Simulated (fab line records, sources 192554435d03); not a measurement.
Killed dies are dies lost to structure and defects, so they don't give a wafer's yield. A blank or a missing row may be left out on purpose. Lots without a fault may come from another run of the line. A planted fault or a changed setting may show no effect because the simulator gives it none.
Split-lot experiment | flow n5_finfet | 7 lots, 39 wafers read, on a route of 1938 steps

THE SPLIT
At N5_STI_FIN_REVEAL_ETCHBACK_08 (etches SiO2 in C4F6/O2, target depth 30.5 nm, time 10.167 s), the setting target_depth_a was moved away from the recipe's 305 angstrom on 15 of the 39 wafers read, by -5.1% to +8.5%. The other wafers ran this setting at the recipe's value.

FROM THE SPLIT TO THE READING: what the file shows between them, 3 steps
- N5_STI_FIN_REVEAL_STRIP_24: strips in N2/H2, time 90 s
- N5_STI_FIN_REVEAL_PRECLEAN_25: cleans in SPM, time 90 s
- N5_STI_FIN_REVEAL_SRD_23: time 30 s

THE READING
trench_depth_nm, in nm, at N5_STI_FIN_REVEAL_FIN_H_MEAS_10. Fault-free wafers of this fab line usually give 52.1 nm, standard deviation 0.75 nm.

wafer  | tool, chamber at the split | target_depth_a as run, angstrom | against the recipe | trench_depth_nm, nm | against lot-mates on the recipe
L084.1 | rie_diel-04, 1,0,2         | 305                             | recipe             | 52.3                | -
L084.2 | rie_diel-04, 1,0,2         | 305                             | recipe             | 52.4                | -
L084.3 | rie_diel-04, 1,0,2         | 305                             | recipe             | 52.9                | -
L084.4 | rie_diel-04, 3,1,0         | 324.6                           | +6.4%              | 55.7                | +3.2
L084.5 | rie_diel-04, 3,1,0         | 324.6                           | +6.4%              | 54.1                | +1.6
L084.6 | rie_diel-04, 3,1,0         | 324.6                           | +6.4%              | 54.8                | +2.3
L085.1 | rie_diel-04, 3,1,2,1,3,2   | 305                             | recipe             | 52.7                | -
L085.2 | rie_diel-04, 3,1,2,1,3,2   | 305                             | recipe             | 51.6                | -
L085.3 | rie_diel-04, 3,1,2,1,3,2   | 305                             | recipe             | 52.5                | -
L085.4 | rie_diel-04, 3,1,2,1,3,2   | 305                             | recipe             | 52.6                | -
L085.5 | rie_diel-04, 3,1,2,1,3,2   | 305                             | recipe             | 52.1                | -
L085.6 | rie_diel-04, 3,1,2,1,3,2   | 305                             | recipe             | 53.1                | -
L086.1 | rie_diel-06, 1,2,0         | 331                             | +8.5%              | 55.0                | +2.0
L086.2 | rie_diel-06, 0,3,3         | 305                             | recipe             | 52.2                | -
L086.3 | rie_diel-06, 1,2,0         | 331                             | +8.5%              | 54.0                | +1.0
L086.4 | rie_diel-06, 0,3,3         | 305                             | recipe             | 53.0                | -
L086.5 | rie_diel-06, 1,2,0         | 331                             | +8.5%              | 54.7                | +1.7
L086.6 | rie_diel-06, 0,3,3         | 305                             | recipe             | 53.9                | -
L087.1 | rie_diel-06, 2,1,0         | 305                             | recipe             | 50.8                | -
L087.2 | rie_diel-06, 3,2,3         | 325.2                           | +6.6%              | 53.8                | +3.0
L087.3 | rie_diel-06, 2,1,0         | 305                             | recipe             | 50.7                | -
L087.4 | rie_diel-06, 2,1,0         | 305                             | recipe             | 50.8                | -
L087.5 | rie_diel-06, 3,2,3         | 325.2                           | +6.6%              | 52.7                | +1.9
L087.6 | rie_diel-06, 3,2,3         | 325.2                           | +6.6%              | 53.3                | +2.5
L090.1 | rie_diel-04, 0,1,0         | 305                             | recipe             | 52.4                | -
L090.2 | rie_diel-04, 2,1,3         | 289.3                           | -5.1%              | 51.2                | -1.2
L090.3 | rie_diel-04, 2,1,3         | 289.3                           | -5.1%              | 51.1                | -1.3
L090.4 | rie_diel-04, 2,1,3         | 289.3                           | -5.1%              | 51.4                | -1.0
L090.5 | rie_diel-04, 0,1,0         | 305                             | recipe             | 52.5                | -
L090.6 | rie_diel-04, 0,1,0         | 305                             | recipe             | 52.2                | -
L092.2 | rie_diel-04, 0,2,1         | 305                             | recipe             | 52.4                | -
L092.4 | rie_diel-04, 0,2,1         | 305                             | recipe             | 52.8                | -
L092.6 | rie_diel-04, 0,2,1         | 305                             | recipe             | 52.3                | -
L097.1 | rie_diel-04, 3,0,3         | 305                             | recipe             | 52.7                | -
L097.2 | rie_diel-04, 2,2,0         | 329.1                           | +7.9%              | 55.6                | +3.2
L097.3 | rie_diel-04, 3,0,3         | 305                             | recipe             | 51.8                | -
L097.4 | rie_diel-04, 2,2,0         | 329.1                           | +7.9%              | 54.8                | +2.4
L097.5 | rie_diel-04, 3,0,3         | 305                             | recipe             | 52.7                | -
L097.6 | rie_diel-04, 2,2,0         | 329.1                           | +7.9%              | 54.9                | +2.5
Where a row lists several chambers, the file gives one row for several wafers and doesn't say which wafer went through which chamber.

THE FIT
A straight line over all 39 wafers: trench_depth_nm changes by +0.276 nm for each +1% of target_depth_a; r = +0.83; the points scatter about the line by 0.76 nm.
The same after taking each lot's own level away (the mean of its wafers on the recipe; 39 wafers): +0.283 nm for each +1%; r = +0.90; scatter 0.56 nm.
On that fit, the largest move of target_depth_a shifts the reading by 2.4 nm.
The lots' own levels span 50.77 to 53.03 nm, that is 3.0 times the standard deviation above.
So the lot-to-lot level changes the slope little: the two slopes agree.
Check: with one of the wafers moved furthest among these (+8.5%) left out of the fit, the line predicts +2.55 nm for it against its lot-mates. It came out at +1.97 nm against them.

OTHER SPLITS ON THESE WAFERS
These wafers also went through other splits before the reading. Each is held against what the fit with the lots' levels taken away leaves over:
other split on the same wafers     | wafers away from the commonest value | r with trench_depth_nm (lot level and that fit taken away)
N5_FIN_SAQP_HM_DEP_72 target_thk_a | 18                                   | +0.19
N5_FIN_SAQP_ETCH_64 bias_w         | 15                                   | +0.09

THE FILE'S OWN FIT
trench_depth_nm changes by +0.293 nm for each +1% of target_depth_a, r = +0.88.
